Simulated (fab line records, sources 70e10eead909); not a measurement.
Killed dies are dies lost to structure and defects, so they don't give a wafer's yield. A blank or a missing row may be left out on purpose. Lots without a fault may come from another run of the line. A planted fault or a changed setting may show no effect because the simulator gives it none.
fab line records | flow nand_harc
record lots=5 wafers=15 last_day=24
route steps=1159 shown A_STAIRCASE@648
lots that met no fault: from a run of the same line without faults
start_h: hours from the record's first day to the start of the lot's first wafer shown | wait_h: hours since the lot's step before | " the same as in the row above | L1.1+2: a row that stands for several wafers | - no value, or no start given | * or withheld: withheld | < > ~ a bound
route shown NAME@n: a module of which the file shows steps, and the number in the route of the first | usual: mean/standard deviation of fault-free wafers | same: alike in all rows | chamber/n: place in a boat | sites: the reading at each site | _std_site: their standard deviation | _edge_site: outer sites' mean less inner sites' | radius_mm: how far each site lies from the wafer's centre | mask NAME#n: copy n | behind: the tool/chamber that last shaped the wafer | hold: why the lot was held/for how many hours/how that ended | device: the transistor (n, p or np) that didn't switch | end of line: the same wafers' tests at the end of the route | a step without rows: its recipe alone | killed: dies lost to structure and defects at the first sort, not the wafer's yield | map: a wafer's dies, x killed, . not, _ none there
set.NAME: the setting as run; set.NAME@STEP: as run at that earlier step | model.NAME: the simulator's own value behind a step, which no gauge read
lots at some steps of the route; a table a step, a row a wafer
services: from which hour (start_h, from the record's first day; less than 0 if before it) a tool's chamber was out of use, for how many hours, and why
## steps
# step NHARC_A_STAIRCASE_STRIP_254
# recipe power_w=1500 temp_c=250 chemistry=O2
# usual drypump_motor_current_A=5.72/0.21 heater_power_w=312/21 temp_c=250.02/0.16
# columns lot.wafer tool chamber start_h wait_h drypump_motor_current_A heater_power_w rf_hours_counter_h temp_c
L088.2 plasma_asher-02 0 326.66 - 5.81 333 47 249.84
L088.3 " 1 " " 5.32 328 - 250.07
L088.4 " 0 " " 5.80 335 - 249.94
L085.2 plasma_asher-02 0 329.64 - 5.79 337 48 250.02
L085.5 " 1 " " 5.27 333 - 249.97
L085.6 " 0 " " 5.79 333 - 250.23
L090.3 plasma_asher-01 1 338.29 - 5.90 317 - 250.01
L090.4 " 0 " " 5.66 288 - 249.91
L090.5 " 0 " " 5.68 288 - 250.13
L093.1 plasma_asher-01 0 344.31 - 5.67 283 20 250.00
L093.2 " 1 " " 5.91 320 20 250.08
L093.6 " 0 " " 5.64 285 - 250.10
L096.2 plasma_asher-02 0 374.15 - 5.76 353 2 250.15
L096.6 " 1 " " 5.29 313 - 249.96
L096.5 " 0 " " 5.77 351 - 249.99
# step NHARC_A_STAIRCASE_STRIP_255
# recipe time_s=900 temp_c=130 chemistry=SPM
# usual temp_c=129.98/0.13
# columns lot.wafer tool chamber start_h wait_h temp_c
L088.4 wet_bench-09 0 326.98 0.2 129.99
L088.2 " 1 " " 130.05
L088.3 " 3 " " 130.09
L085.2 wet_bench-07 4 329.96 0.3 129.98
L085.6 " 5 " " 130.26
L085.5 " 6 " " 130.02
L090.4 wet_bench-07 1 338.54 0.2 129.98
L090.3 " 2 " " 130.03
L090.5 " 5 " " 129.70
L093.2 wet_bench-07 6 344.66 0.3 130.02
L093.1 " 1 " " 130.04
L093.6 " 2 " " 130.08
L096.2 wet_bench-04 1 374.46 0.3 130.11
L096.5 " 3 " " 130.17
L096.6 " 4 " " 130.04
# step NHARC_A_STAIRCASE_PRECLEAN_256
# recipe time_s=* temp_c=50 bath_age_min=0 chemistry=SC1
# usual h2o2_flow_mL_min=56.63/0.17 nh4oh_flow_mL_min=28.30/0.098 temp_c=50.02/0.11
# columns lot.wafer tool chamber start_h wait_h h2o2_flow_mL_min nh4oh_flow_mL_min temp_c
L088.4 wet_bench-09 0 - - 56.72 28.16 50.10
L088.2 " 1 " " 56.50 28.44 49.92
L088.3 " 3 " " 56.62 28.35 50.04
L085.2 wet_bench-07 4 - - 56.69 28.33 49.97
L085.6 " 5 " " 56.81 28.33 49.99
L085.5 " 6 " " 56.76 28.28 50.08
L090.4 wet_bench-07 1 - - 56.59 28.23 50.16
L090.3 " 2 " " 56.69 28.39 49.88
L090.5 " 5 " " 56.54 28.35 49.94
L093.2 wet_bench-07 6 - - 56.43 28.41 50.11
L093.1 " 1 " " 56.82 28.43 49.94
L093.6 " 2 " " 56.55 28.35 49.92
L096.2 wet_bench-04 1 - - 56.45 28.13 49.93
L096.5 " 3 " " 56.70 28.24 49.83
L096.6 " 4 " " 56.65 28.38 50.18
# step NHARC_A_STAIRCASE_SRD_257
# columns lot.wafer tool chamber start_h wait_h
L088.4+2+3 wet_bench-09 0,1,3 - -
L085.2+6+5 wet_bench-07 4,5,6 - -
L090.4+3+5 wet_bench-07 1,2,5 - -
L093.2+1+6 wet_bench-07 6,1,2 - -
L096.2+5+6 wet_bench-04 1,3,4 - -
# step NHARC_A_STAIRCASE_HM_DEP_456
# recipe target_thk_a=15000 temp_c=400 material=aC
# usual throttle_valve_pct=34.999/0.0093
# columns lot.wafer tool chamber start_h wait_h throttle_valve_pct
L088.2 acl_dep-03 0 328.03 - 34.998
L088.3 " 0 " " 35.005
L088.4 " 0 " " 34.993
L085.2 acl_dep-02 0 330.91 - 35.014
L085.5 " 0 " " 34.985
L085.6 " 0 " " 34.989
L090.3 acl_dep-03 0 341.21 - 35.005
L090.4 " 0 " " 34.998
L090.5 " 0 " " 35.009
L093.1 acl_dep-02 0 345.12 - 35.009
L093.2 " 0 " " 34.999
L093.6 " 0 346.67 - 34.987
L096.2 acl_dep-01 0 375.23 - 34.998
L096.5 " 0 " " 34.983
L096.6 " 0 " " 35.002
# step NHARC_A_STAIRCASE_DEP_259
# recipe target_thk_a=300 target_thk_nm=30 temp_c=400 pressure_torr=3.5 flow_sccm=200 rf_w=350 material=SiON
# usual heater_power_w=701/88
# columns lot.wafer tool chamber start_h wait_h heater_power_w
L088.3 pecvd-04 0 329.58 0.9 786
L088.2 " 1 " " 763
L088.4 " 0 " " 805
L085.2 pecvd-01 0 332.48 1.3 775
L085.5 " 0 " " 792
L085.6 " 1 " " 702
L090.3 pecvd-01 1 342.51 1.0 771
L090.4 " 0 " " 881
L090.5 " 1 " " 773
L093.2 pecvd-02 0 347.00 1.3 655
L093.1 " 1 " " 570
L093.6 " 1 " " 568
L096.2 pecvd-02 0 377.04 1.5 684
L096.6 " 0 " " 691
L096.5 " 1 " " 557
# step NHARC_A_STAIRCASE_DEHYDRATE_281
# recipe temp_c=150 time_s=120
# columns lot.wafer tool chamber start_h wait_h
L088.2+3+4 litho_track-07 0 329.86 0.2
L085.2+5+6 litho_track-07 0 332.72 0.2
L090.3+4+5 litho_track-07 0 342.72 0.2
L093.1+2+6 litho_track-02 0 347.27 0.2
L096.2+5+6 litho_track-05 0 377.28 0.2
# step NHARC_A_STAIRCASE_HMDS_282
# recipe time_s=30
# columns lot.wafer tool chamber start_h wait_h
L088.2+3+4 litho_track-07 0 - -
L085.2+5+6 litho_track-07 0 - -
L090.3+4+5 litho_track-07 0 - -
L093.1+2+6 litho_track-02 0 - -
L096.2+5+6 litho_track-05 0 - -
# step NHARC_A_STAIRCASE_COAT_283
# recipe spin_rpm=1200
# columns lot.wafer tool chamber start_h wait_h
L088.2+3+4 litho_track-07 0 - -
L085.2+5+6 litho_track-07 0 - -
L090.3+4+5 litho_track-07 0 - -
L093.1+2+6 litho_track-02 0 - -
L096.2+5+6 litho_track-05 0 - -
# step NHARC_A_STAIRCASE_SOFTBAKE_284
# recipe temp_c=135 time_s=170
# columns lot.wafer tool chamber start_h wait_h
L088.2+3+4 litho_track-07 0 - -
L085.2+5+6 litho_track-07 0 - -
L090.3+4+5 litho_track-07 0 - -
L093.1+2+6 litho_track-02 0 - -
L096.2+5+6 litho_track-05 0 - -
# step NHARC_A_STAIRCASE_EBR_285
# columns lot.wafer tool chamber start_h wait_h
L088.2+3+4 litho_track-07 0 - -
L085.2+5+6 litho_track-07 0 - -
L090.3+4+5 litho_track-07 0 - -
L093.1+2+6 litho_track-02 0 - -
L096.2+5+6 litho_track-05 0 - -
# step NHARC_A_STAIRCASE_EXPOSE_286
# recipe na=0.5 dose_mj=25.01 mask_id=CHOP_100
# usual stage_vel_mm_s=499.96/0.24
# same na=0.5
# columns lot.wafer tool chamber start_h wait_h mask stage_vel_mm_s
L088.2 krf_scanner-01 0 330.19 - CHOP_100#0 500.03
L088.3 " 0 " " CHOP_100#0 500.43
L088.4 " 0 " " CHOP_100#0 499.80
L085.2 krf_scanner-01 0 332.94 - CHOP_100#0 500.43
L085.5 " 0 " " CHOP_100#0 500.20
L085.6 " 0 " " CHOP_100#0 499.81
L090.3 krf_scanner-04 0 342.94 - CHOP_100#0 499.77
L090.4 " 0 " " CHOP_100#0 499.88
L090.5 " 0 " " CHOP_100#0 499.68
L093.1 krf_scanner-03 0 347.60 - CHOP_100#0 500.23
L093.2 " 0 " " CHOP_100#0 500.11
L093.6 " 0 " " CHOP_100#0 499.86
L096.2 krf_scanner-04 0 377.63 - CHOP_100#0 500.49
L096.5 " 0 " " CHOP_100#0 500.49
L096.6 " 0 " " CHOP_100#0 499.65
# step NHARC_A_STAIRCASE_PEB_287
# recipe peb_temp_c=115 peb_time_s=130
# columns lot.wafer tool chamber start_h wait_h
L088.2+3+4 litho_track-07 0 330.26 0.1
L085.2+5+6 litho_track-02 0 333.00 0.1
L090.3+4+5 litho_track-07 0 343.01 0.1
L093.1+2+6 litho_track-07 0 347.67 0.1
L096.2+5+6 litho_track-05 0 377.69 0.1
# step NHARC_A_STAIRCASE_DEVELOP_288
# recipe time_s=140
# columns lot.wafer tool chamber start_h wait_h
L088.2+3+4 litho_track-07 0 - -
L085.2+5+6 litho_track-02 0 - -
L090.3+4+5 litho_track-07 0 - -
L093.1+2+6 litho_track-07 0 - -
L096.2+5+6 litho_track-05 0 - -
# step NHARC_A_STAIRCASE_HARDBAKE_290
# recipe temp_c=120 time_s=140
# columns lot.wafer tool chamber start_h wait_h
L088.2+3+4 litho_track-02 0 330.48 -
L085.2+5+6 litho_track-02 0 333.22 -
L090.3+4+5 litho_track-07 0 343.23 -
L093.1+2+6 litho_track-02 0 347.89 -
L096.2+5+6 litho_track-02 0 377.91 -
# step NHARC_A_STAIRCASE_DESCUM_291
# recipe time_s=3 o2_flow_sccm=200 ar_flow_sccm=0 bias_power_w=0 chemistry=O2
# usual drypump_motor_current_A=6.0/0.35 oes_product_au=1.007/0.013 rf_vpp_V=57.9/0.98 showerhead_plenum_p_Torr=1.93/0.076 throttle_valve_pct=11.311/0.0087
# columns lot.wafer tool chamber start_h wait_h drypump_motor_current_A oes_product_au rf_hours_counter_h rf_vpp_V showerhead_plenum_p_Torr throttle_valve_pct
L088.2 rie_diel-11 0 330.66 - 5.4 1.019 53 55.3 1.79 11.298
L088.3 " 1 " " 6.3 1.014 51 56.7 1.99 11.312
L088.4 " 2 " " 6.5 1.013 51 59.0 1.97 11.311
L085.2 rie_diel-07 0 333.34 - 6.3 0.998 35 56.0 1.88 11.295
L085.5 " 1 " " 6.1 0.993 - 57.2 1.91 11.314
L085.6 " 2 " " 5.8 1.027 - 56.0 1.91 11.320
L090.3 rie_diel-11 3 343.32 - 5.9 0.986 57 59.2 1.90 11.293
L090.4 " 2 " " 6.5 1.011 57 59.0 1.97 11.303
L090.5 " 3 " " 5.9 0.981 - 57.9 1.90 11.301
L093.1 rie_diel-11 2 347.98 - 6.5 1.003 58 56.9 1.97 11.317
L093.2 " 1 " " 6.3 1.031 59 59.3 1.99 11.314
L093.6 " 2 " " 6.5 1.009 - 58.0 1.97 11.317
L096.2 rie_diel-11 3 378.01 - 5.9 1.007 1 58.4 1.90 11.294
L096.6 " 1 " " 6.3 1.003 - 57.7 1.98 11.316
L096.5 " 2 " " 6.5 1.016 - 56.3 1.96 11.302
# step NHARC_A_STAIRCASE_ETCH_292
# recipe cf4_flow_sccm=100 chf3_flow_sccm=30 ar_flow_sccm=0 rf_w=500 bias_w=200 chemistry=CF4/CHF3
# usual drypump_motor_current_A=5.9/0.35 oes_product_au=0.956/0.024 rf_vpp_V=371.0/2.2 showerhead_plenum_p_Torr=1.59/0.059 throttle_valve_pct=16.804/0.0093
# columns lot.wafer tool chamber start_h wait_h drypump_motor_current_A oes_product_au rf_hours_counter_h rf_vpp_V showerhead_plenum_p_Torr throttle_valve_pct
L088.4 rie_diel-11 2 331.26 0.6 6.5 0.950 51 372.8 1.62 16.820
L088.2 " 3 " " 5.9 0.928 51 369.6 1.56 16.812
L088.3 " 0 " " 5.4 0.950 54 364.8 1.47 16.818
L085.2 rie_diel-07 1 333.40 0.1 6.1 0.937 37 368.9 1.57 16.795
L085.6 " 1 " " 6.1 0.937 - 371.8 1.57 16.795
L085.5 " 2 " " 5.8 0.973 - 372.3 1.57 16.800
L090.3 rie_diel-11 2 343.40 0.1 6.4 0.984 57 372.2 1.61 16.813
L090.4 " 0 " " 5.4 0.979 60 367.6 1.47 16.808
L090.5 " 3 " " 5.9 0.950 - 370.2 1.56 16.796
L093.2 rie_diel-11 3 348.07 0.1 5.9 0.915 58 369.1 1.56 16.796
L093.1 " 2 " " 6.4 0.929 58 371.8 1.61 16.805
L093.6 " 3 " " 5.9 0.914 - 369.2 1.56 16.791
L096.2 rie_diel-11 1 378.15 0.1 6.3 0.951 1 373.7 1.63 16.824
L096.6 " 3 " " 5.9 0.946 - 369.7 1.56 16.793
L096.5 " 0 " " 5.4 0.964 - 368.6 1.47 16.811
# step NHARC_A_STAIRCASE_HM_OPEN_460
# recipe o2_flow_sccm=400 cos_flow_sccm=20 ar_flow_sccm=0 rf_w=500 bias_w=300 chemistry=O2/COS
# usual drypump_motor_current_A=5.9/0.35 oes_product_au=1.006/0.014 rf_vpp_V=467.8/2.6 showerhead_plenum_p_Torr=3.15/0.12 throttle_valve_pct=28.329/0.0096
# columns lot.wafer tool chamber start_h wait_h drypump_motor_current_A oes_product_au rf_hours_counter_h rf_vpp_V showerhead_plenum_p_Torr throttle_valve_pct
L088.2 rie_diel-11 1 - - 6.3 1.015 52 470.0 3.24 28.316
L088.4 " 2 " " 6.5 1.019 51 468.9 3.21 28.339
L088.3 " 3 " " 5.9 0.992 51 465.4 3.10 28.326
L085.2 rie_diel-07 2 - - 5.9 1.032 30 466.2 3.12 28.318
L085.5 " 1 " " 6.0 0.974 - 467.1 3.12 28.340
L085.6 " 2 " " 5.9 1.026 - 467.9 3.12 28.330
L090.4 rie_diel-11 1 - - 6.3 1.016 58 470.2 3.23 28.330
L090.3 " 2 " " 6.5 1.018 57 469.4 3.20 28.315
L090.5 " 0 " " 5.4 1.020 - 462.5 2.92 28.333
L093.1 rie_diel-11 0 - - 5.4 1.021 61 463.0 2.92 28.329
L093.2 " 3 " " 5.9 0.987 58 467.2 3.10 28.339
L093.6 " 1 " " 6.3 1.019 - 468.3 3.23 28.328
L096.2 rie_diel-11 0 - - 5.4 1.007 1 461.8 2.92 28.327
L096.6 " 3 " " 5.9 0.998 - 466.4 3.10 28.318
L096.5 " 0 " " 5.4 0.990 - 463.1 2.92 28.329
# step NHARC_A_STAIRCASE_STRIP_461
# recipe o2_flow_sccm=400 cos_flow_sccm=20 ar_flow_sccm=0 bias_w=0 chemistry=O2/COS
# columns lot.wafer tool chamber start_h wait_h
L088.3+2+4 rie_diel-11 0,1,2 - -
L085.2+5+6 rie_diel-07 3,0,1 - -
L090.4+3+5 rie_diel-11 2,3,0 - -
L093.1+2+6 rie_diel-11 3,1,2 - -
L096.2+5+6 rie_diel-11 0,2,3 - -
# step NHARC_A_STAIRCASE_ETCH_452
# recipe target_depth_a=300 overetch_a=30 time_s=16.5 ion_energy_ev=100 cf4_flow_sccm=80 o2_flow_sccm=20 ar_flow_sccm=0 rf_w=300 bias_w=100 chemistry=CF4/O2
# usual drypump_motor_current_A=6.0/0.35 oes_product_au=1.006/0.014 rf_vpp_V=198.1/1.3 showerhead_plenum_p_Torr=1.35/0.051 throttle_valve_pct=13.399/0.0098
# columns lot.wafer tool chamber start_h wait_h drypump_motor_current_A oes_product_au rf_hours_counter_h rf_vpp_V showerhead_plenum_p_Torr throttle_valve_pct
L088.3 rie_diel-11 2 - - 6.4 1.015 51 198.7 1.37 13.387
L088.2 " 3 " " 5.9 0.996 51 198.4 1.33 13.411
L088.4 " 0 " " 5.4 1.022 54 195.1 1.25 13.408
L085.2 rie_diel-07 3 - - 5.8 1.002 35 197.7 1.36 13.397
L085.5 " 1 " " 6.1 0.999 - 197.1 1.34 13.405
L085.6 " 2 " " 5.8 1.027 - 196.7 1.34 13.377
L090.4 rie_diel-11 2 - - 6.4 1.006 57 198.9 1.37 13.395
L090.3 " 0 " " 5.4 1.022 60 196.9 1.25 13.394
L090.5 " 3 " " 5.9 0.980 - 198.2 1.32 13.382
L093.2 rie_diel-11 1 - - 6.3 1.024 59 197.7 1.38 13.396
L093.1 " 0 " " 5.4 1.024 61 195.0 1.25 13.414
L093.6 " 2 " " 6.4 1.015 - 197.9 1.37 13.417
L096.2 rie_diel-11 3 - - 5.9 1.007 1 198.6 1.32 13.396
L096.6 " 2 " " 6.5 0.998 - 198.4 1.37 13.394
L096.5 " 3 " " 5.9 0.998 - 197.9 1.32 13.384
# step NHARC_A_STAIRCASE_ETCH_294
# recipe target_depth_a=49920 time_s=1212.4 ion_energy_ev=800 c4f8_flow_sccm=80 o2_flow_sccm=60 ar_flow_sccm=withheld rf_w=600 bias_w=3000 chemistry=C4F8/O2/Ar
# usual oes_product_au=0.941/0.014 rf_vpp_V=1830/9.8
# columns lot.wafer tool chamber start_h wait_h oes_product_au rf_hours_counter_h rf_vpp_V
L088.2 rie_diel-11 0 - - 0.945 55 1810
L088.3 " 1 " " 0.941 53 1837
L088.4 " 3 " " 0.916 52 1824
L085.2 rie_diel-07 0 - - 0.931 35 1821
L085.5 " 2 " " 0.953 - 1826
L085.6 " 3 " " 0.942 - 1829
L090.3 rie_diel-11 2 - - 0.963 57 1835
L090.4 " 3 " " 0.925 57 1827
L090.5 " 2 " " 0.956 - 1833
L093.2 rie_diel-11 3 - - 0.920 58 1826
L093.1 " 1 " " 0.947 59 1838
L093.6 " 2 " " 0.934 - 1832
L096.2 rie_diel-11 2 - - 0.930 1 1834
L096.5 " 1 " " 0.932 - 1835
L096.6 " 2 " " 0.926 - 1834
# step NHARC_A_STAIRCASE_STRIP_295
# recipe o2_flow_sccm=500 ar_flow_sccm=0 bias_w=0 chemistry=O2
# usual drypump_motor_current_A=6.0/0.34 oes_product_au=1.006/0.013 rf_vpp_V=57.9/0.91 showerhead_plenum_p_Torr=3.56/0.13 throttle_valve_pct=17.035/0.0077
# columns lot.wafer tool chamber start_h wait_h drypump_motor_current_A oes_product_au rf_hours_counter_h rf_vpp_V showerhead_plenum_p_Torr throttle_valve_pct
L088.3 rie_diel-11 3 - - 6.0 0.986 52 56.9 3.51 17.033
L088.4 " 0 " " 5.5 1.021 55 56.4 3.31 17.039
L088.2 " 1 " " 6.3 1.023 53 57.9 3.66 17.054
L085.2 rie_diel-07 2 - - 5.9 1.022 31 59.0 3.53 17.039
L085.5 " 3 " " 5.8 1.001 - 57.7 3.58 17.040
L085.6 " 0 " " 6.3 1.002 - 57.7 3.47 17.044
L090.3 rie_diel-11 0 - - 5.4 1.026 60 57.5 3.30 17.043
L090.4 " 3 " " 6.0 0.985 58 58.1 3.50 17.030
L090.5 " 0 " " 5.4 1.027 - 57.3 3.30 17.027
L093.1 rie_diel-11 2 - - 6.5 1.003 59 59.3 3.62 17.040
L093.2 " 3 " " 6.0 0.985 59 57.1 3.50 17.042
L093.6 " 1 " " 6.3 1.009 - 58.0 3.65 17.036
L096.2 rie_diel-11 0 - - 5.4 1.007 3 55.8 3.30 17.022
L096.6 " 2 " " 6.5 1.003 - 56.1 3.62 17.041
L096.5 " 3 " " 6.0 1.010 - 59.2 3.50 17.036
# step NHARC_A_STAIRCASE_STRIP_296
# recipe time_s=900 temp_c=130 chemistry=SPM
# usual temp_c=130.00/0.15
# columns lot.wafer tool chamber start_h wait_h temp_c
L088.3 wet_bench-04 6 333.12 - 129.84
L088.2 " 7 " " 129.97
L088.4 " 3 " " 129.73
L085.5 wet_bench-04 7 335.24 - 129.87
L085.2 " 0 " " 129.99
L085.6 " 3 " " 129.86
L090.5 wet_bench-07 7 345.22 - 130.04
L090.4 " 0 " " 130.07
L090.3 " 1 " " 129.81
L093.2 wet_bench-09 7 349.74 - 130.14
L093.6 " 0 " " 130.13
L093.1 " 2 " " 130.03
L096.2 wet_bench-07 7 380.98 - 130.05
L096.6 " 0 " " 130.16
L096.5 " 3 " " 130.17
# step NHARC_A_STAIRCASE_PRECLEAN_297
# recipe time_s=* temp_c=50 bath_age_min=0 chemistry=SC1
# usual h2o2_flow_mL_min=56.61/0.18 nh4oh_flow_mL_min=28.30/0.093 temp_c=50.00/0.11
# columns lot.wafer tool chamber start_h wait_h h2o2_flow_mL_min nh4oh_flow_mL_min temp_c
L088.3 wet_bench-04 6 - - 56.54 28.33 49.88
L088.2 " 7 " " 56.61 28.25 50.10
L088.4 " 3 " " 56.86 28.37 50.05
L085.5 wet_bench-04 7 - - 57.07 28.28 50.18
L085.2 " 0 " " 56.71 28.30 50.22
L085.6 " 3 " " 56.75 28.39 50.05
L090.5 wet_bench-07 7 - - 56.37 28.30 49.96
L090.4 " 0 " " 56.43 28.21 49.93
L090.3 " 1 " " 56.61 28.20 49.88
L093.2 wet_bench-09 7 - - 56.71 28.23 49.83
L093.6 " 0 " " 56.69 28.23 50.01
L093.1 " 2 " " 56.33 28.28 50.03
L096.2 wet_bench-07 7 - - 56.59 28.38 49.98
L096.6 " 0 " " 56.48 28.29 50.02
L096.5 " 3 " " 56.41 28.24 50.20
# step NHARC_A_STAIRCASE_SRD_298
# columns lot.wafer tool chamber start_h wait_h
L088.3+2+4 wet_bench-04 6,7,3 - -
L085.5+2+6 wet_bench-04 7,0,3 - -
L090.5+4+3 wet_bench-07 7,0,1 - -
L093.2+6+1 wet_bench-09 7,0,2 - -
L096.2+6+5 wet_bench-07 7,0,3 - -
# step NHARC_A_STAIRCASE_HM_DEP_462
# recipe target_thk_a=8000 temp_c=400 material=aC
# usual throttle_valve_pct=35.000/0.0085
# columns lot.wafer tool chamber start_h wait_h throttle_valve_pct
L088.2 acl_dep-03 0 337.82 4.2 34.989
L088.3 " 0 " " 34.988
L088.4 " 0 " " 35.002
L085.2 acl_dep-02 0 338.55 2.9 35.016
L085.5 " 0 " " 35.000
L085.6 " 0 " " 35.000
L090.3 acl_dep-01 0 346.34 0.7 35.002
L090.4 " 0 " " 34.998
L090.5 " 0 " " 34.984
L093.1 acl_dep-03 0 351.31 1.1 34.998
L093.2 " 0 " " 35.004
L093.6 " 0 352.84 2.6 34.997
L096.2 acl_dep-02 0 381.80 0.4 34.985
L096.5 " 0 " " 35.007
L096.6 " 0 " " 35.007
# step NHARC_A_STAIRCASE_DEP_301
# recipe target_thk_a=300 target_thk_nm=30 temp_c=400 pressure_torr=3.5 flow_sccm=200 rf_w=350 material=SiON
# usual heater_power_w=731/90
# columns lot.wafer tool chamber start_h wait_h heater_power_w
L088.3 pecvd-01 1 339.38 0.9 737
L088.2 " 2 " " 748
L088.4 " 1 " " 721
L085.2 pecvd-01 0 340.19 1.3 761
L085.5 " 2 " " 783
L085.6 " 0 " " 780
L090.3 pecvd-01 1 347.66 1.0 753
L090.5 " 2 " " 729
L090.4 " 1 " " 762
L093.1 pecvd-04 0 353.20 1.6 827
L093.2 " 1 " " 790
L093.6 " 2 " " 730
L096.2 pecvd-02 2 383.40 1.3 697
L096.6 " 0 " " 656
L096.5 " 2 " " 711
# step NHARC_A_STAIRCASE_DEHYDRATE_302
# recipe temp_c=150 time_s=120
# columns lot.wafer tool chamber start_h wait_h
L088.2+3+4 litho_track-05 0 339.65 0.2
L085.2+5+6 litho_track-07 0 340.46 0.2
L090.3+4+5 litho_track-07 0 347.88 0.2
L093.1+2+6 litho_track-02 0 353.47 0.2
L096.2+5+6 litho_track-05 0 383.64 0.2
# step NHARC_A_STAIRCASE_HMDS_303
# recipe time_s=30
# columns lot.wafer tool chamber start_h wait_h
L088.2+3+4 litho_track-05 0 - -
L085.2+5+6 litho_track-07 0 - -
L090.3+4+5 litho_track-07 0 - -
L093.1+2+6 litho_track-02 0 - -
L096.2+5+6 litho_track-05 0 - -
# step NHARC_A_STAIRCASE_COAT_304
# recipe spin_rpm=1200
# columns lot.wafer tool chamber start_h wait_h
L088.2+3+4 litho_track-05 0 - -
L085.2+5+6 litho_track-07 0 - -
L090.3+4+5 litho_track-07 0 - -
L093.1+2+6 litho_track-02 0 - -
L096.2+5+6 litho_track-05 0 - -
# step NHARC_A_STAIRCASE_SOFTBAKE_305
# recipe temp_c=135 time_s=170
# columns lot.wafer tool chamber start_h wait_h
L088.2+3+4 litho_track-05 0 - -
L085.2+5+6 litho_track-07 0 - -
L090.3+4+5 litho_track-07 0 - -
L093.1+2+6 litho_track-02 0 - -
L096.2+5+6 litho_track-05 0 - -
# step NHARC_A_STAIRCASE_EBR_306
# columns lot.wafer tool chamber start_h wait_h
L088.2+3+4 litho_track-05 0 - -
L085.2+5+6 litho_track-07 0 - -
L090.3+4+5 litho_track-07 0 - -
L093.1+2+6 litho_track-02 0 - -
L096.2+5+6 litho_track-05 0 - -
# step NHARC_A_STAIRCASE_EXPOSE_307
# recipe na=0.5 dose_mj=45.72 mask_id=CHOP_50
# usual stage_vel_mm_s=500.01/0.26
# same na=0.5
# columns lot.wafer tool chamber start_h wait_h mask stage_vel_mm_s
L088.2 krf_scanner-03 0 340.01 - CHOP_50#0 500.03
L088.3 " 0 " " CHOP_50#0 500.29
L088.4 " 0 " " CHOP_50#0 499.99
L085.2 krf_scanner-01 0 340.81 - CHOP_50#0 499.93
L085.5 " 0 " " CHOP_50#0 500.12
L085.6 " 0 " " CHOP_50#0 500.03
L090.3 krf_scanner-04 0 348.22 - CHOP_50#0 500.24
L090.4 " 0 " " CHOP_50#0 500.10
L090.5 " 0 " " CHOP_50#0 500.00
L093.1 krf_scanner-01 0 353.80 - CHOP_50#0 499.68
L093.2 " 0 " " CHOP_50#0 499.97
L093.6 " 0 " " CHOP_50#0 499.81
L096.2 krf_scanner-04 0 383.86 - CHOP_50#0 500.25
L096.5 " 0 " " CHOP_50#0 499.96
L096.6 " 0 " " CHOP_50#0 499.73
# step NHARC_A_STAIRCASE_PEB_308
# recipe peb_temp_c=115 peb_time_s=130
# columns lot.wafer tool chamber start_h wait_h
L088.2+3+4 litho_track-05 0 340.07 0.1
L085.2+5+6 litho_track-07 0 340.87 0.1
L090.3+4+5 litho_track-02 0 348.28 0.1
L093.1+2+6 litho_track-05 0 353.87 0.1
L096.2+5+6 litho_track-02 0 383.92 0.1
# step NHARC_A_STAIRCASE_DEVELOP_309
# recipe time_s=140
# columns lot.wafer tool chamber start_h wait_h
L088.2+3+4 litho_track-05 0 - -
L085.2+5+6 litho_track-07 0 - -
L090.3+4+5 litho_track-02 0 - -
L093.1+2+6 litho_track-05 0 - -
L096.2+5+6 litho_track-02 0 - -
# step NHARC_A_STAIRCASE_HARDBAKE_311
# recipe temp_c=120 time_s=140
# columns lot.wafer tool chamber start_h wait_h
L088.2+3+4 litho_track-07 0 340.29 -
L085.2+5+6 litho_track-07 0 341.09 -
L090.3+4+5 litho_track-05 0 348.52 -
L093.1+2+6 litho_track-02 0 354.08 -
L096.2+5+6 litho_track-02 0 384.15 -
# step NHARC_A_STAIRCASE_DESCUM_312
# recipe time_s=3 o2_flow_sccm=200 ar_flow_sccm=0 bias_power_w=0 chemistry=O2
# usual drypump_motor_current_A=6.0/0.34 oes_product_au=1.004/0.013 rf_vpp_V=57.9/0.88 showerhead_plenum_p_Torr=1.93/0.075 throttle_valve_pct=11.311/0.0082
# columns lot.wafer tool chamber start_h wait_h drypump_motor_current_A oes_product_au rf_hours_counter_h rf_vpp_V showerhead_plenum_p_Torr throttle_valve_pct
L088.2 rie_diel-07 3 340.38 - 5.8 0.998 37 58.5 1.94 11.313
L088.4 " 1 " " 6.1 0.984 39 56.9 1.91 11.305
L088.3 " 2 " " 5.9 1.019 33 57.6 1.91 11.306
L085.2 rie_diel-11 0 341.21 - 5.4 1.014 58 56.8 1.78 11.299
L085.5 " 1 " " 6.3 1.019 - 58.4 1.99 11.307
L085.6 " 2 " " 6.4 1.011 - 56.5 1.97 11.308
L090.4 rie_diel-07 0 348.60 - 6.3 1.006 39 58.9 1.88 11.305
L090.3 " 2 " " 5.9 1.024 35 56.8 1.91 11.292
L090.5 " 1 " " 6.0 0.997 - 57.5 1.91 11.314
L093.1 rie_diel-11 2 354.19 - 6.4 1.011 60 56.4 1.96 11.313
L093.2 " 3 " " 5.9 0.982 60 57.9 1.90 11.324
L093.6 " 1 " " 6.3 1.017 - 58.3 1.99 11.306
L096.2 rie_diel-11 3 384.31 - 5.9 1.011 3 55.9 1.90 11.311
L096.5 " 0 " " 5.4 1.016 - 56.6 1.78 11.320
L096.6 " 1 " " 6.3 1.008 - 60.5 1.98 11.310
## services
# columns tool chamber start_h hours kind
pecvd-02 - 313.66 1.3 repair
pecvd-02 - 315.94 1.2 repair
rie_diel-11 0 321.80 - clean
rie_diel-11 1 321.80 - clean
rie_diel-11 2 321.80 - clean
rie_diel-11 3 321.80 - clean
pecvd-02 - 334.00 13.0 pm
wet_bench-04 - 339.20 8.0 pm
litho_track-02 - 340.00 7.0 pm
krf_scanner-03 - 340.04 4.0 pm
rie_diel-11 0 346.30 - clean
rie_diel-11 1 346.30 - clean
rie_diel-11 2 346.30 - clean
rie_diel-11 3 346.30 - clean
acl_dep-02 - 352.91 13.0 pm
pecvd-01 - 355.14 1.0 repair
litho_track-07 - 357.44 - consumable_replace:filter
plasma_asher-02 - 360.20 9.0 pm
wet_bench-09 - 363.36 3.3 repair
litho_track-07 - 364.00 7.0 pm
rie_diel-11 1 366.68 9.0 vent_cycle
rie_diel-11 2 366.68 9.0 vent_cycle
rie_diel-11 3 366.68 9.0 vent_cycle
pecvd-04 - 376.27 13.0 pm
## key
fault none
